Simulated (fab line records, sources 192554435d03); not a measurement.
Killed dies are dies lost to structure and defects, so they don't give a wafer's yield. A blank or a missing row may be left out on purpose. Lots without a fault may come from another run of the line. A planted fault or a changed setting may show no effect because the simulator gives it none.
fab line records | flow n5_finfet
record lots=9 wafers=27 last_day=20
route steps=1938 shown BEOL_M7@1284 PASSIVATION@1936
lots that met no fault: from a run of the same line without faults
start_h: hours from the record's first day to the start of the lot's first wafer shown | wait_h: hours since the lot's step before | " the same as in the row above | L1.1+2: a row that stands for several wafers | - no value, or no start given | * or withheld: withheld | < > ~ a bound
route shown NAME@n: a module of which the file shows steps, and the number in the route of the first | usual: mean/standard deviation of fault-free wafers | same: alike in all rows | chamber/n: place in a boat | sites: the reading at each site | _std_site: their standard deviation | _edge_site: outer sites' mean less inner sites' | radius_mm: how far each site lies from the wafer's centre | mask NAME#n: copy n | behind: the tool/chamber that last shaped the wafer | hold: why the lot was held/for how many hours/how that ended | device: the transistor (n, p or np) that didn't switch | end of line: the same wafers' tests at the end of the route | a step without rows: its recipe alone | killed: dies lost to structure and defects at the first sort, not the wafer's yield | map: a wafer's dies, x killed, . not, _ none there
set.NAME: the setting as run; set.NAME@STEP: as run at that earlier step | model.NAME: the simulator's own value behind a step, which no gauge read
steps of the route over a sample of lots; a table a step, a row a wafer
services: from which hour (start_h, from the record's first day; less than 0 if before it) a tool's chamber was out of use, for how many hours, and why
## steps
# step N5_BEOL_M7_HM_OPEN_17
# recipe chemistry=Cl2/BCl3 target_depth_a=200 overetch_a=60 target=TiN mask_material=SOC ion_energy_ev=150 pressure_mtorr=10 icp_w=1000 bias_w=126 Cl2_flow_sccm=53.25 bcl3_flow_sccm=21.75 Ar_flow_sccm=25
# usual drypump_motor_current_A=5.6/0.46 oes_ar_750_au=0.78/0.066 oes_product_au=0.67/0.053 throttle_valve_pct=22.04/0.23
# columns lot.wafer tool chamber start_h wait_h drypump_motor_current_A oes_ar_750_au oes_product_au rf_hours_counter_h throttle_valve_pct
L789.3 rie_metal-02 0 255.69 0.1 5.7 0.78 0.68 - 21.61
L789.4 " 1 " " 5.3 0.82 0.71 - 22.40
L789.6 " 0 " " 5.7 0.78 0.68 - 21.61
L792.1 rie_metal-01 1 267.29 0.0 5.1 0.89 0.74 17 22.09
L792.2 " 0 " " 5.8 0.78 0.66 30 21.94
L792.4 " 0 " " 5.8 0.78 0.67 - 21.91
L794.1 rie_metal-02 1 326.75 0.0 5.3 0.80 0.71 25 22.40
L794.5 " 0 " " 5.7 0.76 0.68 - 21.64
L794.6 " 1 " " 5.2 0.80 0.71 - 22.38
L801.1 rie_metal-01 0 332.05 0.2 5.8 0.76 0.67 36 21.90
L801.2 " 1 " " 5.1 0.87 0.73 23 22.09
L801.3 " 1 " " 5.1 0.86 0.72 - 22.08
L803.3 rie_metal-01 0 363.90 0.1 5.8 0.75 0.64 - 21.94
L803.5 " 1 " " 5.2 0.85 0.71 - 22.10
L803.6 " 0 " " 5.8 0.75 0.65 - 21.92
L809.1 rie_metal-02 0 375.64 0.0 5.7 0.75 0.66 37 21.63
L809.4 " 1 " " 5.3 0.79 0.69 - 22.40
L809.6 " 1 " " 5.3 0.78 0.70 - 22.42
L806.2 rie_metal-01 0 390.00 0.0 5.8 0.74 0.65 42 21.92
L806.5 " 1 " " 5.1 0.85 0.72 - 22.09
L806.6 " 0 " " 5.8 0.75 0.65 - 21.92
L810.3 rie_metal-03 0 396.66 0.1 6.6 0.73 0.62 - 22.27
L810.4 " 1 " " 5.7 0.94 0.80 - 21.79
L810.5 " 1 " " 5.7 0.93 0.79 - 21.80
L811.3 rie_metal-02 1 400.11 0.1 5.2 0.78 0.68 - 22.40
L811.4 " 1 " " 5.2 0.77 0.68 - 22.41
L811.6 " 1 " " 5.2 0.78 0.67 - 22.41
# step N5_BEOL_M7_OVL_MEAS_29
# recipe points_per_wafer=522
# usual V6_OVL=-0.1/0.72
# columns lot.wafer tool chamber start_h wait_h V6_OVL[nm]
L789.3 overlay-01 0 257.02 0.0 -0.1
L789.4 " 0 " " -1.1
L789.6 " 0 " " -1.4
L792.1 overlay-01 0 269.84 0.0 -0.1
L792.2 " 0 " " -0.7
L792.4 " 0 " " -1.2
L794.1 overlay-02 0 329.83 0.0 0.4
L794.5 " 0 " " -0.4
L794.6 " 0 " " 0.8
L801.1 overlay-01 0 333.31 0.0 -0.7
L801.2 " 0 " " -0.1
L801.3 " 0 " " -0.4
L803.3 overlay-01 0 366.81 0.0 -0.3
L803.5 " 0 " " -1.0
L803.6 " 0 " " -1.0
L809.1 overlay-02 0 378.27 0.0 -0.8
L809.4 " 0 " " -0.8
L809.6 " 0 " " -0.3
L806.2 overlay-02 0 390.91 0.0 -0.4
L806.5 " 0 " " -0.2
L806.6 " 0 " " 0.3
L810.3 overlay-02 0 398.43 0.0 0.9
L810.4 " 0 " " -0.1
L810.5 " 0 " " -0.2
L811.3 overlay-02 0 400.68 0.0 -0.2
L811.4 " 0 " " 0.2
L811.6 " 0 " " 0.7
# step N5_BEOL_M7_TRENCH_ETCH_37
# recipe chemistry=C4F6/O2 target_depth_a=934.78 target=SiCOH_lowk time_s=31.2 ion_energy_ev=250 pressure_mtorr=30 source_w=345 bias_w=185 Ar_flow_sccm=300 C4F6_flow_sccm=10 O2_flow_sccm=10
# usual bias_w=185.0/0.56 drypump_motor_current_A=5.9/0.36 oes_ar_750_au=0.81/0.071 oes_product_au=0.80/0.074 rf_vpp_V=656/9.7 showerhead_plenum_p_Torr=2.81/0.11 throttle_valve_pct=20.82/0.24
# same time_s=31.2
# columns lot.wafer tool chamber start_h wait_h bias_w drypump_motor_current_A oes_ar_750_au oes_product_au rf_hours_counter_h rf_vpp_V showerhead_plenum_p_Torr throttle_valve_pct
L789.3 rie_diel-04 0 257.63 - 184.4 5.7 0.72 0.71 175 651 2.85 20.98
L789.4 " 1 " " 185.4 6.3 0.93 0.93 14 649 2.88 20.87
L789.6 " 1 " " 184.7 6.3 0.92 0.92 - 651 2.88 20.87
L792.1 rie_diel-04 0 270.20 - 185.2 5.7 0.71 0.71 179 651 2.85 21.00
L792.2 " 1 " " 185.8 6.4 0.91 0.92 19 649 2.87 20.86
L792.4 " 2 " " 184.8 5.9 0.86 0.86 50 642 2.76 20.78
L794.1 rie_diel-01 3 330.19 - 185.2 6.3 0.74 0.74 202 653 2.96 21.25
L794.5 " 3 " " 186.2 6.3 0.75 0.74 - 655 2.96 21.24
L794.6 " 0 " " 243.4 6.1 0.78 0.81 - 831 2.61 21.07
L801.1 rie_diel-06 1 333.67 - 185.4 5.7 0.93 0.94 17 658 2.90 20.52
L801.2 " 2 " " 185.7 5.2 0.88 0.88 30 663 2.89 20.59
L801.3 " 0 " " 184.9 5.9 0.82 0.82 65 654 2.79 20.44
L803.3 rie_diel-04 1 368.13 - 184.9 6.3 0.86 0.86 48 649 2.86 20.90
L803.5 " 3 " " 184.9 5.2 0.83 0.81 - 674 2.86 20.80
L803.6 " 0 " " 184.9 5.7 0.69 0.69 - 650 2.84 21.01
L809.1 rie_diel-04 0 378.63 - 185.2 5.7 0.69 0.68 210 649 2.84 21.02
L809.4 " 1 " " 184.9 6.4 0.85 0.85 51 648 2.86 20.93
L809.6 " 1 " " 185.0 6.4 0.86 0.86 - 649 2.86 20.92
L806.2 rie_diel-01 1 391.27 - 184.7 6.1 0.74 0.74 172 644 2.72 20.90
L806.5 " 3 " " 184.1 6.3 0.73 0.73 - 654 2.95 21.28
L806.6 " 0 " " 184.8 6.1 0.75 0.76 - 671 2.60 21.09
L810.3 rie_diel-01 3 398.78 - 184.2 6.3 0.72 0.72 221 652 2.95 21.29
L810.4 " 2 " " 185.2 6.0 0.84 0.84 64 652 2.89 20.57
L810.5 " 0 " " 185.8 6.2 0.74 0.75 - 670 2.60 21.10
L811.3 rie_diel-01 1 401.27 - 185.2 6.1 0.75 0.73 176 643 2.72 20.92
L811.4 " 2 " " 185.2 6.0 0.84 0.84 65 654 2.89 20.58
L811.6 " 1 " " 184.9 6.1 0.73 0.73 - 644 2.72 20.93
# step N5_BEOL_M7_STRIP_80
# recipe chemistry=N2/H2 time_s=10 power_w=450 temp_c=40 pressure_mtorr=20 rf_frequency_hz=6e+07 bias_power_w=7 n2_flow_sccm=200 h2_flow_sccm=200
# usual drypump_motor_current_A=6.0/0.36 h2_flow_sccm=200.1/0.62 oes_product_au=0.81/0.072 rf_vpp_V=59.1/0.9 showerhead_plenum_p_Torr=2.50/0.1 throttle_valve_pct=23.6/0.38
# same time_s=10
# columns lot.wafer tool chamber start_h wait_h drypump_motor_current_A h2_flow_sccm oes_product_au rf_hours_counter_h rf_vpp_V showerhead_plenum_p_Torr throttle_valve_pct
L789.3 rie_diel-04 0 - - 5.7 200.5 0.73 175 60.0 2.53 23.4
L789.4 " 1 " " 6.3 200.8 0.93 14 58.3 2.59 23.9
L789.6 " 1 " " 6.3 201.2 0.93 - 59.6 2.59 23.9
L792.1 rie_diel-04 0 - - 5.7 199.3 0.73 179 59.9 2.52 23.4
L792.2 " 1 " " 6.4 200.5 0.93 19 59.8 2.59 23.9
L792.4 " 2 " " 5.9 199.6 0.86 50 59.4 2.47 23.4
L794.1 rie_diel-01 3 - - 6.3 199.1 0.75 202 60.3 2.63 24.3
L794.5 " 3 " " 6.3 200.8 0.76 - 58.9 2.63 24.3
L794.6 " 0 " " 6.1 200.3 0.76 - 57.5 2.34 24.0
L801.1 rie_diel-06 1 - - 5.7 199.6 0.96 17 61.6 2.59 23.3
L801.2 " 2 " " 5.2 200.1 0.89 30 57.9 2.59 23.4
L801.3 " 0 " " 5.9 199.2 0.82 65 58.7 2.47 23.0
L803.3 rie_diel-04 1 - - 6.4 200.2 0.87 48 60.7 2.57 23.9
L803.5 " 3 " " 5.2 200.4 0.80 - 58.8 2.57 23.7
L803.6 " 0 " " 5.7 200.4 0.70 - 59.4 2.51 23.4
L809.1 rie_diel-04 0 - - 5.7 199.7 0.70 210 58.9 2.51 23.4
L809.4 " 1 " " 6.3 200.4 0.86 51 60.0 2.57 23.9
L809.6 " 1 " " 6.3 199.1 0.86 - 60.0 2.57 23.9
L806.2 rie_diel-01 1 - - 6.1 200.2 0.73 172 59.1 2.43 23.9
L806.5 " 3 " " 6.3 200.0 0.73 - 59.5 2.63 24.3
L806.6 " 0 " " 6.1 199.4 0.75 - 59.2 2.33 24.0
L810.3 rie_diel-01 3 - - 6.4 200.3 0.73 222 59.1 2.62 24.3
L810.4 " 2 " " 6.0 200.6 0.84 64 58.5 2.59 23.6
L810.5 " 0 " " 6.1 199.6 0.74 - 56.8 2.33 24.0
L811.3 rie_diel-01 1 - - 6.1 198.8 0.73 176 59.0 2.43 23.9
L811.4 " 2 " " 6.1 199.3 0.82 65 60.4 2.59 23.6
L811.6 " 1 " " 6.1 199.2 0.74 - 58.0 2.43 23.9
# step N5_BEOL_M7_OCD_MEAS_38
# usual trench_depth_nm=93.9/1.9
# columns lot.wafer tool chamber start_h wait_h trench_depth_nm
L789.3 ocd-01 - 257.79 - 92.2
L789.4 " - " " 94.7
L789.6 " - " " 95.9
L792.1 ocd-02 - 270.36 - 91.3
L792.2 " - " " 95.4
L792.4 " - " " 91.9
L794.1 ocd-01 - 330.35 - 93.6
L794.5 " - " " 93.0
L794.6 " - " " 104.9
L801.1 ocd-01 - 333.83 - 93.7
L801.2 " - " " 95.2
L801.3 " - " " 91.6
L803.3 ocd-02 - 368.29 - 92.7
L803.5 " - " " 94.6
L803.6 " - " " 91.8
L809.1 ocd-02 - 378.79 - 90.6
L809.4 " - " " 93.7
L809.6 " - " " 93.9
L806.2 ocd-02 - 391.43 - 93.8
L806.5 " - " " 92.9
L806.6 " - " " 96.0
L810.3 ocd-01 - 398.94 - 93.6
L810.4 " - " " 96.4
L810.5 " - " " 95.8
L811.3 ocd-02 - 401.43 - 91.9
L811.4 " - " " 96.0
L811.6 " - " " 92.8
# step N5_BEOL_M7_THK_MEAS_53
# recipe thk_meas_gauge=xrf reads=Cu_of_BEOL_M7_ECD_50
# usual M7_THK=78.9/2.2
# columns lot.wafer tool chamber start_h wait_h M7_THK[nm]
L789.3 film_metro-01 - 262.22 - 78.8
L789.4 " - " " 80.8
L789.6 " - " " 83.2
L792.1 film_metro-01 - 273.67 - 76.3
L792.2 " - " " 80.6
L792.4 " - " " 75.8
L794.1 film_metro-02 - 333.21 - 79.0
L794.5 " - " " 76.6
L794.6 " - " " 90.1
L801.1 film_metro-02 - 335.87 - 77.7
L801.2 " - " " 78.5
L801.3 " - " " 76.0
L803.3 film_metro-02 - 371.96 - 80.1
L803.5 " - " " 81.5
L803.6 " - " " 76.6
L809.1 film_metro-02 - 381.18 - 76.5
L809.4 " - " " 78.8
L809.6 " - " " 79.7
L806.2 film_metro-02 - 393.51 - 80.0
L806.5 " - " " 80.0
L806.6 " - " " 82.6
L810.3 film_metro-02 - 401.49 - 79.5
L810.4 " - " " 80.1
L810.5 " - " " 80.3
L811.3 film_metro-01 - 404.75 - 76.8
L811.4 " - " " 82.6
L811.6 " - " " 80.6
# step N5_BEOL_M7_RS_MEAS_57
# recipe thk_meas_gauge=four-point-probe reads=Cu_of_BEOL_M7_ECD_50+Co_of_BEOL_M7_CVD_78+TaN_of_BEOL_M7_ALD_77
# usual M7_RS=0.287/0.009
# columns lot.wafer tool chamber start_h wait_h M7_RS[ohm/sq]
L789.3 film_metro-02 - 262.35 0.1 0.289
L789.4 " - " " 0.279
L789.6 " - " " 0.269
L792.1 film_metro-02 - 273.81 0.1 0.295
L792.2 " - " " 0.278
L792.4 " - " " 0.298
L794.1 film_metro-02 - 333.34 0.1 0.285
L794.5 " - " " 0.296
L794.6 " - " " 0.245
L801.1 film_metro-02 - 336.01 0.1 0.291
L801.2 " - " " 0.288
L801.3 " - " " 0.299
L803.3 film_metro-02 - 372.09 0.1 0.285
L803.5 " - " " 0.281
L803.6 " - " " 0.301
L809.1 film_metro-01 - 381.32 0.1 0.295
L809.4 " - " " 0.284
L809.6 " - " " 0.281
L806.2 film_metro-02 - 393.64 0.1 0.281
L806.5 " - " " 0.282
L806.6 " - " " 0.272
L810.3 film_metro-01 - 401.62 0.1 0.286
L810.4 " - " " 0.281
L810.5 " - " " 0.281
L811.3 film_metro-01 - 404.88 0.1 0.296
L811.4 " - " " 0.272
L811.6 " - " " 0.281
# step N5_PASSIVATION_PROBE_49
# usual defect_limited_yield=91.2/1.6 killed_at_M0_to_M3=33/11 killed_at_M4_up=14/5 killed_at_contacts=12/5.8 killed_at_front_end=41/12 killed_at_other=3.5/2.9 killed_dies=104/19 killed_open=68/14 killed_short=34/8.8 sort_bin_4_leakage=0.00/0.017 sort_bin_5_function=5.2/1.1 sort_bin_6_memory=3.2/0.71 sort_bin_8_speed=0.00/0.0071 sort_n_pass=1076/19 sort_yield_pct=91.2/1.6
# same gross_dies=1180 killed_at_back_side=0
# columns lot.wafer tool chamber start_h wait_h defect_limited_yield[%] killed_at_M0_to_M3 killed_at_M4_up killed_at_contacts killed_at_front_end killed_at_other killed_dies killed_open killed_short sort_bin_4_leakage[%] sort_bin_5_function[%] sort_bin_6_memory[%] sort_bin_8_speed[%] sort_n_pass sort_yield_pct[%]
L789.3 prober-01 - 342.13 0.1 94.1 29 10 8 19 4 70 51 19 0 3.2 2.7 0 1110 94.1
L789.4 prober-01 - 342.18 0.2 91.5 48 13 2 33 4 100 60 39 0 4.5 3.6 0 1080 91.5
L789.6 prober-01 - 342.28 0.3 92.2 49 8 7 25 3 92 58 30 0 4.2 2.9 0 1088 92.2
L792.1 prober-02 - 350.63 0.0 91.7 23 11 7 57 0 98 58 38 0 5.2 2.5 0 1082 91.7
L792.2 prober-02 - 350.68 0.1 90.9 35 9 10 52 1 107 59 45 0 5.5 3.2 0 1073 90.9
L792.4 prober-02 - 350.78 0.2 89.7 37 29 16 40 0 122 75 37 0 5.6 3.8 0 1058 89.7
L794.1 prober-01 - 406.55 0.0 89.5 48 20 11 43 2 124 79 45 0 6.4 3.6 0 1056 89.5
L794.5 prober-01 - 406.75 0.2 90.8 34 11 11 50 3 109 63 46 0 5.8 3.1 0 1071 90.8
L794.6 prober-01 - 406.80 0.3 89.5 40 18 5 60 1 124 75 43 0 6.4 3.2 0 1056 89.5
L801.1 prober-01 - 416.18 0.0 87.4 32 12 24 69 12 149 90 59 0 7.4 4.7 0 1031 87.4
L801.2 prober-01 - 416.23 0.1 90.2 43 6 23 37 7 116 70 42 0 5.2 4.2 0 1064 90.2
L801.3 prober-01 - 416.28 0.1 87.7 48 12 16 56 13 145 92 53 0 7.1 4.6 0 1035 87.7
L803.3 prober-02 - 444.94 0.1 92.4 27 21 10 28 4 90 57 31 0 4.4 2.9 0 1090 92.4
L803.5 prober-02 - 445.04 0.2 92.9 31 10 7 29 7 84 53 28 0 4.2 2.5 0 1096 92.9
L803.6 prober-02 - 445.09 0.3 92.2 37 11 3 37 4 92 52 38 0 4.6 2.8 0 1088 92.2
L809.1 prober-02 - 457.75 0.0 92.9 27 22 6 28 1 84 63 20 0 4.4 2.6 0 1096 92.9
L809.4 prober-02 - 457.90 0.2 90.7 33 23 17 29 8 110 70 40 0 5.8 3.3 0 1070 90.7
L809.6 prober-02 - 458.00 0.3 90.1 41 14 20 41 1 117 78 38 0 5.0 4.7 0 1063 90.1
L806.2 prober-02 - 474.61 0.1 88.8 47 28 8 44 5 132 82 43 0 7.0 3.9 0 1048 88.8
L806.5 prober-02 - 474.76 0.2 89.4 35 19 6 63 2 125 78 39 0 5.8 4.1 0 1055 89.4
L806.6 prober-02 - 474.81 0.3 90.5 46 5 6 50 5 112 69 41 0 5.8 3.4 0 1068 90.5
L811.3 prober-01 - 480.03 0.1 88.2 41 15 12 71 0 139 86 52 0 6.6 4.9 0.08 1040 88.1
L811.4 prober-01 - 480.08 0.2 88.4 58 13 17 46 3 137 87 49 0 7.6 3.5 0 1043 88.4
L811.6 prober-01 - 480.18 0.3 89.2 53 11 8 52 3 127 79 48 0 6.8 3.9 0 1053 89.2
L810.3 prober-01 - 484.73 0.1 90.4 52 18 7 36 0 113 78 33 0 5.3 4.1 0 1067 90.4
L810.4 prober-01 - 484.78 0.2 91.4 33 18 9 42 0 102 70 31 0.08 4.8 3.4 0 1077 91.3
L810.5 prober-01 - 484.83 0.2 89.3 49 11 13 53 0 126 95 30 0 6.4 4.2 0 1054 89.3
# killed by level:class
L789.3 STI_FIN_REVEAL:geometric_particle:open=10 BEOL_M2:geometric_particle:open=8 BEOL_M0_SAQP:geometric_particle:short=7 BEOL_M1:geometric_particle:open=7 MOL_CONTACT_COAG:geometric_particle:open=6 BEOL_M4:geometric_particle:open=4 BEOL_M3:geometric_particle:open=3 DUMMY_GATE:geometric_particle:open=3
L789.4 BEOL_M1:geometric_particle:open=11 FIN_SAQP:geometric_particle:open=10 BEOL_M0_SAQP:geometric_particle:short=10 BEOL_M0_SAQP:geometric_particle:open=8 FIN_SAQP:geometric_particle:short=7 BEOL_M1:geometric_particle:short=6 STARTING-WAFER:geometric_particle:open=5 STARTING-WAFER:geometric_particle:short=4
L789.6 BEOL_M2:geometric_particle:open=15 BEOL_M0_SAQP:geometric_particle:open=10 BEOL_M0_SAQP:geometric_particle:short=8 FIN_SAQP:geometric_particle:open=7 BEOL_M1:geometric_particle:open=5 STI_FIN_REVEAL:geometric_particle:short=4 MOL_CONTACT_COAG:geometric_particle:open=4 BEOL_M4:geometric_particle:open=4
L792.1 FIN_SAQP:geometric_particle:short=15 FIN_SAQP:geometric_particle:open=11 GATE_CUT:geometric_particle:short=6 BEOL_M2:geometric_particle:open=6 STI_FIN_REVEAL:geometric_particle:open=5 MOL_CONTACT_COAG:geometric_particle:open=5 STARTING-WAFER:geometric_particle:short=5 BEOL_M0_SAQP:geometric_particle:open=4
L792.2 FIN_SAQP:geometric_particle:short=20 FIN_SAQP:geometric_particle:open=11 MOL_CONTACT_COAG:geometric_particle:open=9 BEOL_M0_SAQP:geometric_particle:short=8 BEOL_M0:geometric_particle:open=6 BEOL_M0_SAQP:geometric_particle:open=6 STI_FIN_REVEAL:geometric_particle:open=4 BEOL_M3:geometric_particle:open=4
L792.4 BEOL_M4:geometric_particle:open=17 MOL_CONTACT_COAG:geometric_particle:open=11 BEOL_M2:geometric_particle:open=11 FIN_SAQP:geometric_particle:short=8 HKMG_FIN:area_etch=7 BEOL_M1:geometric_particle:open=6 BEOL_M3:geometric_particle:open=6 DUMMY_GATE:geometric_particle:open=5
L794.1 BEOL_M0_SAQP:geometric_particle:short=19 BEOL_M0_SAQP:geometric_particle:open=17 FIN_SAQP:geometric_particle:short=10 MOL_CONTACT_COAG:geometric_particle:open=10 BEOL_M4:geometric_particle:open=8 FIN_SAQP:geometric_particle:open=7 BEOL_M5:geometric_particle:open=7 STI_FIN_REVEAL:geometric_particle:open=6
L794.5 FIN_SAQP:geometric_particle:short=18 BEOL_M0_SAQP:geometric_particle:open=13 BEOL_M0_SAQP:geometric_particle:short=11 FIN_SAQP:geometric_particle:open=9 MOL_CONTACT_COAG:geometric_particle:open=9 GATE_CUT:geometric_particle:open=7 STARTING-WAFER:geometric_particle:open=4 BEOL_M4:geometric_particle:open=4
L794.6 BEOL_M0_SAQP:geometric_particle:short=15 DUMMY_GATE:geometric_particle:open=15 BEOL_M4:geometric_particle:open=12 BEOL_M0_SAQP:geometric_particle:open=12 FIN_SAQP:geometric_particle:open=9 FIN_SAQP:geometric_particle:short=8 HKMG_FIN:area_etch=6 STI_FIN_REVEAL:geometric_particle:open=5
L801.1 MOL_CONTACT_COAG:geometric_particle:open=22 FIN_SAQP:geometric_particle:short=17 FIN_SAQP:geometric_particle:open=10 GATE_CUT:geometric_particle:short=10 BEOL_M0_SAQP:geometric_particle:short=9 GATE_CUT:geometric_particle:open=8 BEOL_M3:geometric_particle:open=8 DUMMY_GATE:geometric_particle:open=7
L801.2 MOL_CONTACT_COAG:geometric_particle:open=17 BEOL_M0_SAQP:geometric_particle:short=17 BEOL_M0_SAQP:geometric_particle:open=14 FIN_SAQP:geometric_particle:short=7 DUMMY_GATE:geometric_particle:open=6 MOL_CONTACT_COAG:geometric_particle:short=6 MIM_TOP_ETCH:geometric_particle:open=5 GATE_CUT:geometric_particle:short=4
L801.3 FIN_SAQP:geometric_particle:open=15 MOL_CONTACT_COAG:geometric_particle:open=15 FIN_SAQP:geometric_particle:short=14 BEOL_M0_SAQP:geometric_particle:short=13 BEOL_M2:geometric_particle:open=10 BEOL_M3:geometric_particle:open=9 BEOL_M0_SAQP:geometric_particle:open=8 GATE_CUT:geometric_particle:short=7
L803.3 BEOL_M4:geometric_particle:open=12 MOL_CONTACT_COAG:geometric_particle:open=9 FIN_SAQP:geometric_particle:short=8 BEOL_M1:geometric_particle:open=6 BEOL_M0_SAQP:geometric_particle:short=4 BEOL_M3:geometric_particle:open=4 FIN_SAQP:geometric_particle:open=3 DUMMY_GATE:geometric_particle:open=3
L803.5 FIN_SAQP:geometric_particle:short=9 BEOL_M0_SAQP:geometric_particle:open=9 MOL_CONTACT_COAG:geometric_particle:open=6 BEOL_M0:geometric_particle:open=6 BEOL_M0_SAQP:geometric_particle:short=4 BEOL_M2:geometric_particle:open=4 BEOL_M3:geometric_particle:open=4 BEOL_M4:geometric_particle:open=4
L803.6 FIN_SAQP:geometric_particle:short=11 BEOL_M0_SAQP:geometric_particle:short=8 STI_FIN_REVEAL:geometric_particle:open=6 BEOL_M2:geometric_particle:open=6 BEOL_M3:geometric_particle:open=6 FIN_SAQP:geometric_particle:open=5 BEOL_M0_SAQP:geometric_particle:open=4 BEOL_M1:geometric_particle:open=4
L809.1 BEOL_M4:geometric_particle:open=9 FIN_SAQP:geometric_particle:open=7 BEOL_M3:geometric_particle:open=7 BEOL_M0_SAQP:geometric_particle:open=7 BEOL_M0_SAQP:geometric_particle:short=6 GATE_CUT:geometric_particle:open=5 MOL_CONTACT_COAG:geometric_particle:open=5 STI_FIN_REVEAL:geometric_particle:open=4
L809.4 MOL_CONTACT_COAG:geometric_particle:open=11 BEOL_M4:geometric_particle:open=11 FIN_SAQP:geometric_particle:short=9 BEOL_M1:geometric_particle:open=9 FIN_SAQP:geometric_particle:open=7 MOL_CONTACT_COAG:geometric_particle:short=6 BEOL_M3:geometric_particle:open=6 BEOL_M2:geometric_particle:open=5
L809.6 MOL_CONTACT_COAG:geometric_particle:open=14 BEOL_M2:geometric_particle:open=12 FIN_SAQP:geometric_particle:open=10 FIN_SAQP:geometric_particle:short=10 BEOL_M0_SAQP:geometric_particle:short=7 BEOL_M4:geometric_particle:open=6 MOL_CONTACT_COAG:geometric_particle:short=6 BEOL_M0_SAQP:geometric_particle:open=6
L806.2 BEOL_M0_SAQP:geometric_particle:short=14 STI_FIN_REVEAL:geometric_particle:open=11 BEOL_M4:geometric_particle:open=11 BEOL_M0_SAQP:geometric_particle:open=9 BEOL_M2:geometric_particle:open=8 MOL_CONTACT_COAG:geometric_particle:open=7 FIN_SAQP:geometric_particle:open=6 FIN_SAQP:geometric_particle:short=6
L806.5 FIN_SAQP:geometric_particle:open=22 BEOL_M0_SAQP:geometric_particle:short=8 BEOL_M0_SAQP:geometric_particle:open=7 STARTING-WAFER:geometric_particle:short=7 FIN_SAQP:geometric_particle:short=6 BEOL_M3:geometric_particle:open=6 STI_FIN_REVEAL:geometric_particle:open=5 MOL_CONTACT_COAG:geometric_particle:open=5
L806.6 BEOL_M0_SAQP:geometric_particle:open=11 DUMMY_GATE:geometric_particle:open=10 FIN_SAQP:geometric_particle:short=9 BEOL_M0_SAQP:geometric_particle:short=9 FIN_SAQP:geometric_particle:open=7 BEOL_M1:geometric_particle:open=7 STI_FIN_REVEAL:geometric_particle:open=6 BEOL_M2:geometric_particle:open=6
L811.3 FIN_SAQP:geometric_particle:short=15 FIN_SAQP:geometric_particle:open=10 MOL_CONTACT_COAG:geometric_particle:open=10 STI_FIN_REVEAL:geometric_particle:open=9 STARTING-WAFER:geometric_particle:open=9 BEOL_M0_SAQP:geometric_particle:open=8 BEOL_M3:geometric_particle:open=8 DUMMY_GATE:geometric_particle:open=7
L811.4 BEOL_M0_SAQP:geometric_particle:open=17 MOL_CONTACT_COAG:geometric_particle:open=14 BEOL_M0_SAQP:geometric_particle:short=12 FIN_SAQP:geometric_particle:short=10 FIN_SAQP:geometric_particle:open=10 BEOL_M2:geometric_particle:open=8 BEOL_M3:geometric_particle:open=7 DUMMY_GATE:geometric_particle:open=5
L811.6 BEOL_M0_SAQP:geometric_particle:open=18 BEOL_M0_SAQP:geometric_particle:short=18 FIN_SAQP:geometric_particle:open=13 FIN_SAQP:geometric_particle:short=9 STI_FIN_REVEAL:geometric_particle:open=9 MOL_CONTACT_COAG:geometric_particle:open=8 GATE_CUT:geometric_particle:short=7 BEOL_M3:geometric_particle:open=7
L810.3 FIN_SAQP:geometric_particle:open=14 FIN_SAQP:geometric_particle:short=10 BEOL_M0_SAQP:geometric_particle:open=10 BEOL_M3:geometric_particle:open=9 BEOL_M0_SAQP:geometric_particle:short=9 MOL_CONTACT_COAG:geometric_particle:open=7 BEOL_M1:geometric_particle:open=7 BEOL_M2:geometric_particle:open=7
L810.4 FIN_SAQP:geometric_particle:open=13 BEOL_M4:geometric_particle:open=10 STI_FIN_REVEAL:geometric_particle:open=9 MOL_CONTACT_COAG:geometric_particle:open=9 FIN_SAQP:geometric_particle:short=8 BEOL_M3:geometric_particle:open=7 BEOL_M0:geometric_particle:open=5 ILD0:geometric_particle:short=4
L810.5 FIN_SAQP:geometric_particle:open=15 BEOL_M2:geometric_particle:open=13 BEOL_M1:geometric_particle:open=11 BEOL_M0:geometric_particle:open=9 MOL_CONTACT_COAG:geometric_particle:open=9 STI_FIN_REVEAL:geometric_particle:open=8 BEOL_M0_SAQP:geometric_particle:open=8 STARTING-WAFER:geometric_particle:open=7
## services
# columns tool chamber start_h hours kind
rie_diel-06 1 258.06 - clean
rie_diel-06 1 258.06 - consumable_replace:focus_ring
rie_diel-06 1 258.06 18.8 scheduled_down
rie_diel-06 1 258.06 18.8 vent_cycle
rie_diel-01 1 259.69 10.5 repair
rie_diel-04 3 278.30 9.8 repair
rie_metal-02 - 284.23 2.8 pm
rie_metal-03 - 291.70 2.5 repair
rie_metal-01 - 313.21 2.8 pm
rie_diel-04 0 327.20 4.9 repair
rie_metal-03 1 344.96 - clean
rie_metal-03 1 344.96 17.1 scheduled_down
rie_metal-03 1 344.96 17.1 vent_cycle
rie_metal-02 - 384.25 0.3 repair
rie_metal-02 0 395.44 45.7 repair
## key
first_sign step=N5_BEOL_M7_TRENCH_ETCH_37 reading=bias_w direction=up sigmas=99+ usual=* struck=*
effect step=N5_BEOL_M7_TRENCH_ETCH_37 reading=rf_vpp_V direction=up sigmas=18 usual=656 struck=831
effect step=N5_BEOL_M7_OCD_MEAS_38 reading=trench_depth_nm direction=up sigmas=5.8 usual=93.9 struck=104.9
effect step=N5_BEOL_M7_THK_MEAS_53 reading=M7_THK direction=up sigmas=5.1 usual=78.9 struck=90.1
effect step=N5_BEOL_M7_RS_MEAS_57 reading=M7_RS direction=down sigmas=4.6 usual=0.287 struck=0.245
met_at N5_BEOL_M7_TRENCH_ETCH_37
struck_lots L794
struck_wafers L794.6
not_acting_at N5_BEOL_M7_HM_OPEN_17,N5_BEOL_M7_OVL_MEAS_29,N5_BEOL_M7_STRIP_80
fault kind=process_parameter_drift tool=rie_diel-01 chamber=0 onset_h=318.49 steps=N5_BEOL_M7_TRENCH_ETCH_37 channel=bias_w offset=* shape=step end_h=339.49 acts_in=* stated=*
